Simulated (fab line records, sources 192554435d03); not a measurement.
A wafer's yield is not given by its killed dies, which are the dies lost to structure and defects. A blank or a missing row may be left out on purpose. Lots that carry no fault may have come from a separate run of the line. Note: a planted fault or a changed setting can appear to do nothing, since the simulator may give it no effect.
Matching of chambers	flow n5Finfet	N5_MOL_CONTACT_COAG_ALD_133 on aldSin-04: 4 sister chambers
The step deposits SiO2, target thk 5 nm, pulse time 1 s, co reactant pulse time 1 s. 8 wafers are shown with their chamber, then 10 later ones without.

WAFERS PAIRED WITH THEIR CHAMBERS
wafer	chamber	heaterPowerW (W)	precursorPulseHeightRel
L082.4	0	86	1.018
L082.5	3	92	1.003
L082.6	2	96	0.994
L084.1	0	86	1.009
L084.2	1	73	1.012
L084.5	2	95	1.016
L089.2	3	88	0.992
L089.4	1	71	0.989

WAFERS WHOSE CHAMBER IS MISSING
wafer	heaterPowerW (W)	precursorPulseHeightRel
L089.6	69	1.009
L092.1	89	1.014
L092.2	89	1.012
L092.4	71	1.011
L094.2	89	1.012
L094.4	90	0.987
L094.5	84	0.988
L097.2	91	0.999
L097.3	87	0.985
L097.5	89	0.975

THE CHAMBER EACH PASSED THROUGH
wafer	from the rows above	in truth
L089.6	1	1
L092.1	can't be placed: 3 or 0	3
L092.2	can't be placed: 3 or 0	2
L092.4	1	1
L094.2	can't be placed: 3 or 0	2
L094.4	3	3
L094.5	can't be placed: 0 or 3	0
L097.2	3	3
L097.3	can't be placed: 3 or 0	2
L097.5	can't be placed: 3 or 0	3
4 of 10 placed correctly. Can't be placed from these rows: 6 (the true chamber is among the candidates in 3). Placed wrongly: 0.
How it was worked out, from the rows above alone: a wafer's distance from a chamber is the root of the sum, over the readings, of the square of ((its reading less the chamber's mean) divided by the reading's scatter). If the next closest chamber is less than 2 further off than the closest, the wafer can't be placed; otherwise it belongs to the closest. A chamber's mean is the mean of its shown wafers. The scatter: the root of (the sum of the squares of (reading less its chamber's mean) over the shown wafers, divided by (wafers less chambers)).
